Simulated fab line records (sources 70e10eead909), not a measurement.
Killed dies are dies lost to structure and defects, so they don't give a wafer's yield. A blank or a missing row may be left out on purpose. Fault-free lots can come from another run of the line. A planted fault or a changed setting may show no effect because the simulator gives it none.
fab line records	flow nandHarc
record lots=24	wafers=72	lastDay=35
route steps=1302 shown A_M0@1161 A_M1@1180
lots that met no fault: taken from a fault-free run of the same line
startH: hours from the record's opening day to when the first of the lot's shown wafers began	waitH: time in hours since the lot's previous step	" unchanged from the row above	L1.1+2: a single row standing in for several wafers	- no value present, or no start provided	* or withheld: withheld	< > ~ a bound
route shown NAME@n: NAME is a module with steps in the file, n the number in the route of the first one	usual: mean/standard deviation taken from wafers without a fault	same: alike in all rows	chamber/n: place in a boat	sites: per-site readings	_std_site: the values' standard deviation	_edge_site: inner sites' mean taken away from outer sites' mean	radiusMm: for every site, how far away it sits from the centre of the wafer	mask NAME#n: copy n	behind: tool/chamber where the wafer was last shaped	hold: the reason the lot was held/the length of the hold in hours/how it ended	device: which transistor (n, p or np) failed to switch	end of line: at the end of the route, the tests of the same wafers	step lacking rows: just its recipe	killed: at the first sort, the dies lost to defects and structure; wafer yield is something else	map: shows each die of a wafer: x if killed, . if not, _ if none is there
set.NAME: the setting that was run; set.NAME@STEP: the one run at that earlier step	model.NAME: the simulator's own value behind a step, which no gauge read
the route's steps for a sample of lots (tables are steps, rows are wafers)
services: a tool's chamber out of use, with start hour (startH, from the record's first day; less than 0 if before it), hours out, and reason
## steps
# step NHARC_A_M0_ANNEAL_30
# recipe tempC=225	timeS=90
# usual wafer_temp_C_max=226.5/0.32
lot.wafer	tool	chamber	startH	waitH	wafer_temp_C_max
L075.3	rtpAnneal-01	0	541.67	-	226.4
L075.4	"	0	"	"	226.3
L075.6	"	0	"	"	226.8
L074.2	rtpAnneal-01	0	543.80	0.4	226.8
L074.5	"	0	"	"	226.0
L074.6	"	0	"	"	226.6
L077.1	rtpAnneal-02	0	544.45	-	226.7
L077.2	"	0	"	"	227.3
L077.3	"	0	"	"	226.1
L076.2	rtpAnneal-02	0	547.89	0.5	226.9
L076.4	"	0	"	"	226.9
L076.5	"	0	"	"	226.2
L078.1	rtpAnneal-02	0	555.12	0.3	226.7
L078.2	"	0	"	"	226.8
L078.3	"	0	"	"	226.4
L081.1	rtpAnneal-01	0	582.73	0.3	226.2
L081.4	"	0	"	"	226.2
L081.5	"	0	"	"	226.1
L080.1	rtpAnneal-02	0	589.78	0.3	226.6
L080.2	"	0	"	"	226.6
L080.5	"	0	"	"	226.9
L079.2	rtpAnneal-01	0	591.85	0.3	226.0
L079.4	"	0	"	"	226.5
L079.5	"	0	"	"	226.4
L082.1	rtpAnneal-01	0	617.48	-	226.5
L082.2	"	0	"	"	226.1
L082.6	"	0	"	"	226.1
L083.2	rtpAnneal-02	0	619.59	-	226.0
L083.5	"	0	"	"	226.4
L083.6	"	0	"	"	226.3
L084.2	rtpAnneal-01	0	621.19	-	225.8
L084.4	"	0	"	"	226.3
L084.6	"	0	"	"	226.5
L085.3	rtpAnneal-01	0	622.65	0.3	226.4
L085.5	"	0	"	"	226.3
L085.6	"	0	"	"	226.2
L086.2	rtpAnneal-02	0	636.51	-	226.9
L086.3	"	0	"	"	226.8
L086.5	"	0	"	"	226.8
L087.2	rtpAnneal-01	0	666.84	0.3	226.6
L087.3	"	0	"	"	226.8
L087.5	"	0	"	"	226.2
L088.1	rtpAnneal-01	0	667.42	0.3	226.7
L088.2	"	0	"	"	226.6
L088.4	"	0	"	"	226.3
L089.1	rtpAnneal-02	0	674.09	0.3	226.5
L089.5	"	0	"	"	226.7
L089.6	"	0	"	"	226.4
L090.2	rtpAnneal-02	0	680.08	0.4	226.2
L090.3	"	0	"	"	226.4
L090.6	"	0	"	"	226.5
L091.1	rtpAnneal-02	0	695.03	0.3	226.9
L091.4	"	0	"	"	227.1
L091.5	"	0	"	"	226.6
L094.2	rtpAnneal-02	0	711.05	-	227.1
L094.4	"	0	"	"	226.5
L094.5	"	0	"	"	226.5
L092.1	rtpAnneal-02	0	713.52	-	226.4
L092.3	"	0	"	"	226.5
L092.5	"	0	"	"	225.8
L093.3	rtpAnneal-02	0	717.98	-	226.3
L093.5	"	0	"	"	226.5
L093.6	"	0	"	"	226.5
L096.2	rtpAnneal-01	0	747.88	0.9	226.9
L096.3	"	0	"	"	226.5
L096.5	"	0	"	"	226.8
L095.3	rtpAnneal-01	0	758.46	0.3	226.0
L095.5	"	0	"	"	226.8
L095.6	"	0	"	"	226.2
L097.2	rtpAnneal-01	0	762.11	0.3	226.1
L097.3	"	0	"	"	226.3
L097.4	"	0	"	"	226.3
# step NHARC_A_M0_INSPECT_27
# usual rawDefectCount=546/150
lot.wafer	tool	chamber	startH	waitH	rawDefectCount
L075.3	defectInspect-01	-	542.39	0.0	662
L075.4	"	-	"	"	613
L075.6	"	-	"	"	764
L074.2	defectInspect-01	-	544.57	0.0	403
L074.5	"	-	"	"	416
L074.6	"	-	"	"	470
L077.1	defectInspect-01	-	545.27	0.0	541
L077.2	"	-	"	"	383
L077.3	"	-	"	"	538
L076.2	defectInspect-02	-	548.66	0.0	382
L076.4	"	-	"	"	449
L076.5	"	-	"	"	394
L078.1	defectInspect-02	-	555.93	0.0	479
L078.2	"	-	"	"	643
L078.3	"	-	"	"	461
L081.1	defectInspect-02	-	583.55	0.0	690
L081.4	"	-	"	"	588
L081.5	"	-	"	"	678
L080.1	defectInspect-02	-	590.59	0.0	892
L080.2	"	-	"	"	570
L080.5	"	-	"	"	655
L079.2	defectInspect-02	-	592.61	0.0	671
L079.4	"	-	"	"	586
L079.5	"	-	"	"	574
L082.1	defectInspect-02	-	618.28	0.0	511
L082.2	"	-	"	"	444
L082.6	"	-	"	"	407
L083.2	defectInspect-01	-	620.38	0.0	449
L083.5	"	-	"	"	442
L083.6	"	-	"	"	431
L084.2	defectInspect-01	-	621.96	0.0	514
L084.4	"	-	"	"	436
L084.6	"	-	"	"	485
L085.3	defectInspect-02	-	623.39	0.0	363
L085.5	"	-	"	"	374
L085.6	"	-	"	"	385
L086.2	defectInspect-02	-	637.27	0.0	965
L086.3	"	-	"	"	748
L086.5	"	-	"	"	656
L087.2	defectInspect-01	-	667.60	0.0	429
L087.3	"	-	"	"	505
L087.5	"	-	"	"	454
L088.1	defectInspect-02	-	668.23	0.0	408
L088.2	"	-	"	"	349
L088.4	"	-	"	"	400
L089.1	defectInspect-01	-	674.91	0.0	597
L089.5	"	-	"	"	528
L089.6	"	-	"	"	429
L090.2	defectInspect-01	-	680.85	0.0	743
L090.3	"	-	"	"	726
L090.6	"	-	"	"	658
L091.1	defectInspect-02	-	695.85	0.0	329
L091.4	"	-	"	"	524
L091.5	"	-	"	"	402
L094.2	defectInspect-02	-	711.82	0.0	619
L094.4	"	-	"	"	588
L094.5	"	-	"	"	562
L092.1	defectInspect-02	-	714.38	0.0	576
L092.3	"	-	"	"	592
L092.5	"	-	"	"	608
L093.3	defectInspect-01	-	718.72	0.0	528
L093.5	"	-	"	"	573
L093.6	"	-	"	"	489
L096.2	defectInspect-01	-	748.65	0.0	437
L096.3	"	-	"	"	413
L096.5	"	-	"	"	391
L095.3	defectInspect-01	-	759.17	0.0	419
L095.5	"	-	"	"	411
L095.6	"	-	"	"	619
L097.2	defectInspect-01	-	762.87	0.0	575
L097.3	"	-	"	"	444
L097.4	"	-	"	"	797
# step NHARC_A_M1_OVL_MEAS_10
# recipe pitchNm=240
# usual overlayXNm=-0.2/0.55	overlayYNm=-0.2/0.56
lot.wafer	tool	chamber	startH	waitH	overlayXNm	overlayYNm
L075.3	overlay-01	-	543.87	-	-0.2	-0.5
L075.4	"	-	"	"	0.0	-0.4
L075.6	"	-	"	"	0.3	-0.6
L074.2	overlay-02	-	545.94	-	-0.3	-0.7
L074.5	"	-	"	"	-0.1	-0.4
L074.6	"	-	"	"	0.2	-1.2
L077.1	overlay-01	-	546.74	-	-0.7	-0.2
L077.2	"	-	"	"	-1.0	-0.1
L077.3	"	-	"	"	-0.4	0.3
L076.2	overlay-02	-	550.17	-	-1.0	0.4
L076.4	"	-	"	"	-1.8	0.2
L076.5	"	-	"	"	-1.2	0.4
L078.1	overlay-01	-	557.39	-	0.3	0.2
L078.2	"	-	"	"	0.3	0.1
L078.3	"	-	"	"	0.2	0.4
L081.1	overlay-01	-	585.12	-	-1.2	0.4
L081.4	"	-	"	"	-0.9	0.5
L081.5	"	-	"	"	-1.2	0.7
L080.1	overlay-01	-	591.94	-	-0.1	-0.8
L080.2	"	-	"	"	-0.5	-1.0
L080.5	"	-	"	"	-0.4	-0.2
L079.2	overlay-01	-	594.10	-	-0.2	-0.5
L079.4	"	-	"	"	0.1	-0.5
L079.5	"	-	"	"	-0.7	-0.2
L082.1	overlay-01	-	619.75	-	-1.1	-0.7
L082.2	"	-	"	"	-0.9	-0.5
L082.6	"	-	"	"	-0.9	-0.7
L083.2	overlay-01	-	621.86	-	-0.1	0.1
L083.5	"	-	"	"	0.6	0.4
L083.6	"	-	"	"	0.7	0.1
L084.2	overlay-02	-	623.44	-	-0.4	-0.3
L084.4	"	-	"	"	-0.1	-0.5
L084.6	"	-	"	"	-0.3	-0.1
L085.3	overlay-02	-	624.75	-	-0.5	-1.0
L085.5	"	-	"	"	-0.1	-0.8
L085.6	"	-	"	"	0.4	-0.4
L086.2	overlay-02	-	638.74	-	-0.3	0.5
L086.3	"	-	"	"	-0.2	0.3
L086.5	"	-	"	"	-0.2	0.5
L087.2	overlay-01	-	668.98	-	-0.2	0.5
L087.3	"	-	"	"	0.6	0.0
L087.5	"	-	"	"	0.2	0.2
L088.1	overlay-02	-	669.64	-	-0.4	-0.1
L088.2	"	-	"	"	-0.2	-0.1
L088.4	"	-	"	"	-0.1	-0.6
L089.1	overlay-02	-	676.40	-	-0.1	0.1
L089.5	"	-	"	"	-0.4	0.8
L089.6	"	-	"	"	-1.1	0.2
L090.2	overlay-02	-	682.33	-	-0.3	0.2
L090.3	"	-	"	"	0.4	-0.3
L090.6	"	-	"	"	-0.4	0.1
L091.1	overlay-01	-	697.22	-	-0.4	-0.8
L091.4	"	-	"	"	-0.4	-0.4
L091.5	"	-	"	"	-0.3	-0.5
L094.2	overlay-02	-	713.29	-	-0.4	1.1
L094.4	"	-	"	"	0.1	0.8
L094.5	"	-	"	"	-0.5	0.6
L092.1	overlay-01	-	715.73	-	-0.4	-0.5
L092.3	"	-	"	"	0.4	-0.2
L092.5	"	-	"	"	0.2	-0.5
L093.3	overlay-01	-	720.21	-	-0.1	-1.0
L093.5	"	-	"	"	0.1	-0.6
L093.6	"	-	"	"	-0.1	-0.5
L096.2	overlay-02	-	750.11	-	-0.1	-0.6
L096.3	"	-	"	"	0.0	-0.7
L096.5	"	-	"	"	0.2	-0.6
L095.3	overlay-02	-	760.70	-	0.0	-0.7
L095.5	"	-	"	"	-0.9	-0.6
L095.6	"	-	"	"	-0.2	-0.6
L097.2	overlay-01	-	764.36	-	1.1	-0.2
L097.3	"	-	"	"	0.9	0.6
L097.4	"	-	"	"	1.1	0.2
# step NHARC_A_M1_DEGAS_29
# recipe tempC=250	timeS=60
# usual heaterPowerW=335/33	susceptorTempC=249.96/0.16
lot.wafer	tool	chamber	startH	waitH	heaterPowerW	susceptorTempC
L075.3	pvdSputter-01	-	545.00	-	391	-
L075.4	"	-	"	"	278	-
L075.6	"	-	"	"	292	-
L074.2	pvdSputter-02	-	547.08	-	334	249.84
L074.6	"	-	"	"	361	249.93
L074.5	"	-	"	"	341	249.71
L077.2	pvdSputter-03	-	547.89	-	362	249.81
L077.3	"	-	"	"	353	249.89
L077.1	"	-	"	"	317	250.15
L076.4	pvdSputter-02	-	551.33	-	365	250.03
L076.2	"	-	"	"	317	249.75
L076.5	"	-	"	"	360	250.36
L078.3	pvdSputter-01	-	558.56	-	290	250.12
L078.1	"	-	"	"	343	249.87
L078.2	"	-	"	"	391	249.87
L081.4	pvdSputter-03	-	586.25	-	302	249.94
L081.1	"	-	"	"	323	249.83
L081.5	"	-	"	"	299	249.92
L080.2	pvdSputter-02	-	593.05	-	366	250.02
L080.1	"	-	"	"	311	250.11
L080.5	"	-	"	"	370	249.99
L079.4	pvdSputter-02	-	595.22	-	369	249.96
L079.2	"	-	"	"	337	249.72
L079.5	"	-	"	"	315	250.42
L082.1	pvdSputter-01	-	620.93	-	328	249.89
L082.2	"	-	"	"	291	250.13
L082.6	"	-	"	"	285	250.08
L083.2	pvdSputter-02	-	623.08	-	333	249.71
L083.6	"	-	"	"	369	250.05
L083.5	"	-	"	"	363	249.99
L084.4	pvdSputter-01	-	624.69	-	331	250.01
L084.2	"	-	"	"	381	250.22
L084.6	"	-	"	"	295	249.73
L085.3	pvdSputter-02	-	626.02	-	361	249.98
L085.6	"	-	"	"	373	250.22
L085.5	"	-	"	"	364	250.01
L086.3	pvdSputter-01	-	639.85	-	370	249.94
L086.2	"	-	"	"	279	249.73
L086.5	"	-	"	"	369	250.05
L087.3	pvdSputter-03	-	670.10	-	349	250.03
L087.2	"	-	"	"	312	250.01
L087.5	"	-	"	"	353	249.93
L088.2	pvdSputter-02	-	670.77	-	357	250.01
L088.4	"	-	"	"	346	250.00
L088.1	"	-	"	"	292	250.11
L089.1	pvdSputter-03	-	677.51	-	351	249.97
L089.6	"	-	"	"	368	249.83
L089.5	"	-	"	"	304	249.86
L090.2	pvdSputter-01	-	683.45	-	385	249.76
L090.3	"	-	"	"	294	249.98
L090.6	"	-	"	"	382	249.83
L091.4	pvdSputter-03	-	698.33	-	352	250.00
L091.1	"	-	"	"	297	249.85
L091.5	"	-	"	"	353	249.46
L094.2	pvdSputter-03	-	714.42	-	344	249.75
L094.4	"	-	"	"	290	249.86
L094.5	"	-	"	"	351	249.73
L092.1	pvdSputter-02	-	716.90	-	292	249.97
L092.3	"	-	"	"	357	249.95
L092.5	"	-	"	"	382	249.90
L093.3	pvdSputter-02	-	721.32	-	290	250.10
L093.5	"	-	"	"	303	249.97
L093.6	"	-	"	"	382	250.08
L096.2	pvdSputter-01	-	751.29	-	287	-
L096.3	"	-	"	"	329	-
L096.5	"	-	"	"	333	-
L095.3	pvdSputter-03	-	761.90	-	292	250.08
L095.5	"	-	"	"	357	249.82
L095.6	"	-	"	"	326	249.80
L097.2	pvdSputter-02	-	765.47	-	354	250.02
L097.4	"	-	"	"	293	250.06
L097.3	"	-	"	"	383	250.03
# step NHARC_A_M1_PVD_21
# recipe targetThkA=300	chamberPressurePa=5	powerW=5000	substrateTempC=30	timeS=20.49	material=Cu
# usual throttleValvePct=30.1/1.3
lot.wafer	tool	chamber	startH	waitH	throttleValvePct
L075.4	pvdSputter-01	-	-	-	30.0
L075.3	"	-	"	"	29.4
L075.6	"	-	"	"	29.1
L074.2	pvdSputter-02	-	-	-	28.2
L074.6	"	-	"	"	28.4
L074.5	"	-	"	"	30.3
L077.1	pvdSputter-03	-	-	-	31.4
L077.2	"	-	"	"	31.3
L077.3	"	-	"	"	29.8
L076.4	pvdSputter-02	-	-	-	28.2
L076.2	"	-	"	"	30.0
L076.5	"	-	"	"	27.8
L078.1	pvdSputter-01	-	-	-	31.2
L078.3	"	-	"	"	29.0
L078.2	"	-	"	"	29.3
L081.4	pvdSputter-03	-	-	-	31.3
L081.1	"	-	"	"	29.9
L081.5	"	-	"	"	31.3
L080.2	pvdSputter-02	-	-	-	30.2
L080.1	"	-	"	"	28.0
L080.5	"	-	"	"	28.4
L079.4	pvdSputter-02	-	-	-	32.1
L079.2	"	-	"	"	28.6
L079.5	"	-	"	"	28.7
L082.2	pvdSputter-01	-	-	-	30.7
L082.1	"	-	"	"	29.0
L082.6	"	-	"	"	29.1
L083.2	pvdSputter-02	-	-	-	30.1
L083.6	"	-	"	"	28.2
L083.5	"	-	"	"	31.9
L084.4	pvdSputter-01	-	-	-	28.8
L084.2	"	-	"	"	30.8
L084.6	"	-	"	"	28.8
L085.3	pvdSputter-02	-	-	-	28.0
L085.6	"	-	"	"	30.2
L085.5	"	-	"	"	28.3
L086.3	pvdSputter-01	-	-	-	29.9
L086.2	"	-	"	"	30.8
L086.5	"	-	"	"	29.7
L087.2	pvdSputter-03	-	-	-	31.2
L087.3	"	-	"	"	30.3
L087.5	"	-	"	"	29.7
L088.4	pvdSputter-02	-	-	-	28.3
L088.1	"	-	"	"	28.1
L088.2	"	-	"	"	30.5
L089.1	pvdSputter-03	-	-	-	30.9
L089.6	"	-	"	"	31.5
L089.5	"	-	"	"	31.3
L090.2	pvdSputter-01	-	-	-	29.8
L090.3	"	-	"	"	30.9
L090.6	"	-	"	"	29.9
L091.1	pvdSputter-03	-	-	-	31.2
L091.4	"	-	"	"	31.3
L091.5	"	-	"	"	29.6
L094.2	pvdSputter-03	-	-	-	31.5
L094.4	"	-	"	"	30.2
L094.5	"	-	"	"	31.8
L092.3	pvdSputter-02	-	-	-	30.6
L092.1	"	-	"	"	28.2
L092.5	"	-	"	"	30.6
L093.3	pvdSputter-02	-	-	-	30.9
L093.5	"	-	"	"	28.1
L093.6	"	-	"	"	32.4
L096.3	pvdSputter-01	-	-	-	30.9
L096.2	"	-	"	"	29.9
L096.5	"	-	"	"	29.8
L095.3	pvdSputter-03	-	-	-	31.9
L095.6	"	-	"	"	31.4
L095.5	"	-	"	"	31.8
L097.4	pvdSputter-02	-	-	-	32.2
L097.3	"	-	"	"	28.3
L097.2	"	-	"	"	30.7
# step NHARC_A_M1_DEP_33
# recipe targetThkA=300	tempC=370	targetThkNm=30	pressureTorr=3	flowSccm=200	rfW=450	material=SiCN
# usual heaterPowerW=563/88	susceptorTempC=369.97/0.23
lot.wafer	tool	chamber	startH	waitH	heaterPowerW	sinceWetCleanH	susceptorTempC
L075.3	pecvd-01	1	546.82	0.1	426	24	369.84
L075.4	"	2	"	"	677	-	369.72
L075.6	"	1	"	"	430	-	369.77
L074.2	pecvd-04	0	549.11	0.1	617	86	369.69
L074.6	"	1	"	"	659	-	369.86
L074.5	"	2	"	"	685	-	370.09
L077.3	pecvd-04	2	549.59	0.1	620	86	370.47
L077.1	"	0	"	"	602	86	369.90
L077.2	"	1	"	"	594	86	370.13
L076.2	pecvd-01	0	553.07	0.1	631	30	369.69
L076.4	"	2	"	"	660	-	370.04
L076.5	"	0	"	"	626	-	369.96
L078.1	pecvd-04	0	560.28	0.1	592	97	370.11
L078.3	"	1	"	"	656	97	369.65
L078.2	"	2	"	"	748	97	370.23
L081.1	pecvd-01	2	588.27	0.1	713	65	369.83
L081.4	"	1	"	"	485	-	370.09
L081.5	"	2	"	"	689	-	369.79
L080.2	pecvd-04	2	594.79	0.1	658	131	369.80
L080.1	"	0	"	"	597	132	369.87
L080.5	"	1	"	"	551	-	369.43
L079.2	pecvd-03	0	596.95	0.1	433	36	370.47
L079.5	"	2	"	"	449	-	370.43
L079.4	"	1	"	"	490	-	369.86
L082.2	pecvd-04	2	622.68	0.1	614	159	370.44
L082.1	"	0	"	"	604	159	369.92
L082.6	"	1	"	"	568	-	370.12
L083.2	pecvd-04	1	624.85	0.1	631	162	369.97
L083.6	"	0	"	"	571	-	370.04
L083.5	"	1	"	"	625	-	369.51
L084.2	pecvd-03	0	626.49	0.1	445	66	369.40
L084.6	"	0	"	"	444	-	370.12
L084.4	"	1	"	"	447	-	369.89
L085.3	pecvd-03	1	627.75	0.1	534	67	369.70
L085.6	"	0	"	"	507	-	369.74
L085.5	"	1	"	"	528	-	370.02
L086.3	pecvd-03	2	641.55	0.1	512	81	369.95
L086.2	"	1	"	"	471	81	370.14
L086.5	"	1	"	"	458	-	369.83
L087.2	pecvd-01	1	671.80	0.1	456	149	370.29
L087.3	"	0	"	"	643	149	369.85
L087.5	"	1	"	"	454	-	369.99
L088.2	pecvd-04	2	672.50	0.1	628	28	370.34
L088.1	"	0	"	"	666	28	369.74
L088.4	"	0	"	"	652	-	369.81
L089.1	pecvd-01	2	679.30	0.1	683	156	369.97
L089.5	"	0	"	"	636	-	369.74
L089.6	"	2	"	"	688	-	369.98
L090.2	pecvd-03	2	685.19	0.1	415	125	370.24
L090.3	"	0	"	"	494	125	369.42
L090.6	"	2	"	"	418	-	370.35
L091.1	pecvd-03	1	700.03	0.1	496	140	369.75
L091.4	"	1	"	"	492	-	369.78
L091.5	"	0	"	"	454	-	369.90
L094.2	pecvd-01	1	716.21	0.1	503	12	369.84
L094.5	"	2	"	"	576	-	370.18
L094.4	"	1	"	"	504	-	369.79
L092.3	pecvd-01	1	718.60	0.1	512	15	370.03
L092.1	"	0	"	"	567	15	370.07
L092.5	"	0	"	"	570	-	370.29
L093.3	pecvd-04	0	723.21	0.2	638	-	370.12
L093.5	"	0	"	"	663	-	369.95
L093.6	"	2	"	"	659	-	369.95
L096.3	pecvd-03	0	752.98	0.1	497	11	369.50
L096.2	"	1	"	"	409	12	370.17
L096.5	"	1	"	"	414	-	369.88
L095.3	pecvd-01	2	763.58	0.1	650	60	369.68
L095.5	"	0	"	"	590	-	369.73
L095.6	"	1	"	"	512	-	370.23
L097.3	pecvd-03	2	767.17	0.1	497	26	370.05
L097.2	"	1	"	"	381	26	369.70
L097.4	"	0	"	"	454	-	370.08
## services
tool	chamber	startH	hours	kind
pecvd-01	1	520.66	6.6	repair
pecvd-01	0	522.99	-	clean
pecvd-01	2	522.99	-	clean
pvdSputter-03	-	526.07	10.0	pm
pvdSputter-01	-	531.01	2.9	repair
pecvd-04	1	531.54	3.0	repair
pecvd-01	-	532.98	0.5	repair
pecvd-03	-	547.56	13.0	pm
pecvd-03	0	547.56	13.0	ventCycle
pecvd-03	1	547.56	13.0	ventCycle
pecvd-03	2	547.56	13.0	ventCycle
pecvd-03	0	560.56	-	clean
pecvd-03	1	560.56	-	clean
pecvd-04	-	631.38	13.0	pm
pvdSputter-02	-	638.05	10.0	pm
pecvd-03	0	648.50	4.9	repair
pvdSputter-03	-	664.59	1.8	repair
pecvd-01	-	691.12	13.0	pm
pvdSputter-03	-	704.07	10.0	pm
pecvd-04	1	720.65	2.9	repair
pecvd-03	-	728.56	13.0	pm
pvdSputter-02	-	743.91	4.0	repair
rtpAnneal-02	-	744.00	12.0	pm
pvdSputter-01	-	760.06	10.0	pm
## key
fault none
